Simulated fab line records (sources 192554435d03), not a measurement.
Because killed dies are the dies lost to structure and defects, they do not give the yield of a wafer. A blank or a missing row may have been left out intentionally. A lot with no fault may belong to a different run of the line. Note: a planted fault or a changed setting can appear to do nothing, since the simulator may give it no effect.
Chamber matching + flow n5Finfet + N5_BEOL_M7_CMP_52 on cmp-04: 4 sister chambers
The step polishes, stops on SiCOH lowk, t overpolish 6.9 s, target thk 80 nm. 16 wafers are shown with their chamber, then 8 later ones without.

## WAFERS, EACH WITH ITS CHAMBER
| wafer  | chamber | timeToEndpointS (s) | motorCurrentA (A) | overpolishRunS (s) |
|--------|---------|---------------------|-------------------|--------------------|
| L075.2 | 3       | 62.6                | 6.4               | 6.907              |
| L075.3 | 0       | 67.0                | 6.0               | 6.907              |
| L075.5 | 1       | 61.4                | 6.0               | 6.898              |
| L076.1 | 3       | 63.7                | 6.3               | 6.908              |
| L076.2 | 1       | 58.0                | 6.0               | 6.902              |
| L076.6 | 3       | 60.2                | 6.2               | 6.901              |
| L077.1 | 0       | 63.8                | 5.9               | 6.926              |
| L077.2 | 1       | 62.2                | 5.9               | 6.917              |
| L077.6 | 3       | 65.8                | 6.2               | 6.898              |
| L078.1 | 3       | 59.4                | 6.5               | 6.908              |
| L078.3 | 0       | 62.3                | 6.3               | 6.909              |
| L078.4 | 1       | 60.1                | 5.7               | 6.913              |
| L080.3 | 3       | 61.5                | 6.3               | 6.895              |
| L080.5 | 2       | 57.1                | 6.1               | 6.895              |
| L080.6 | 1       | 62.0                | 5.4               | 6.896              |
| L089.1 | 3       | 61.5                | 6.6               | 6.886              |

SIGNATURES, as means of the wafers listed above
| reading         | chamber 0 | chamber 1 | chamber 2 | chamber 3 | scatter within a chamber |
|-----------------|-----------|-----------|-----------|-----------|--------------------------|
| timeToEndpointS | 64.367    | 60.740    | 57.100    | 62.100    | 2.08                     |
| motorCurrentA   | 6.067     | 5.800     | 6.100     | 6.357     | 0.201                    |
| overpolishRunS  | 6.91400   | 6.90520   | 6.89500   | 6.90043   | 0.00897                  |
Rule: distance of a wafer from a chamber = root of the sum over the readings of ((wafer's reading minus chamber's mean) / reading's scatter) squared. The wafer belongs to the nearest chamber; if the next one is less than 2 further off, it can't be placed. The scatter: take each reading less its chamber's mean, square it, sum over the shown wafers, divide by the number of wafers less the number of chambers, and take the root.

## WAFERS MISSING THEIR CHAMBER
| wafer  | timeToEndpointS (s) | motorCurrentA (A) | overpolishRunS (s) |
|--------|---------------------|-------------------|--------------------|
| L089.3 | 63.9                | 6.3               | 6.910              |
| L089.6 | 63.3                | 5.5               | 6.876              |
| L093.1 | 59.5                | 6.3               | 6.895              |
| L093.3 | 59.7                | 5.8               | 6.901              |
| L093.5 | 61.2                | 6.2               | 6.907              |
| L094.1 | 60.7                | 6.5               | 6.900              |
| L094.2 | 63.0                | 6.3               | 6.903              |
| L094.5 | 62.7                | 6.0               | 6.915              |

## CHAMBER TAKEN BY EACH
| wafer  | from the rows above               | in truth |
|--------|-----------------------------------|----------|
| L089.3 | can't be placed: 0 or 3 or 1      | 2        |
| L089.6 | can't be placed: 1 or 2 or 3 or 0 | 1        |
| L093.1 | can't be placed: 3 or 2 or 1 or 0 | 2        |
| L093.3 | can't be placed: 1 or 2           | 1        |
| L093.5 | can't be placed: 3 or 0 or 1 or 2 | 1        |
| L094.1 | can't be placed: 3 or 2           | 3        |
| L094.2 | can't be placed: 3 or 0           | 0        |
| L094.5 | can't be placed: 0 or 1 or 3      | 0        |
0 of 8 placed correctly. Unplaceable from these rows: 8, with the true chamber sitting among the candidates in 7. 0 placed wrongly.
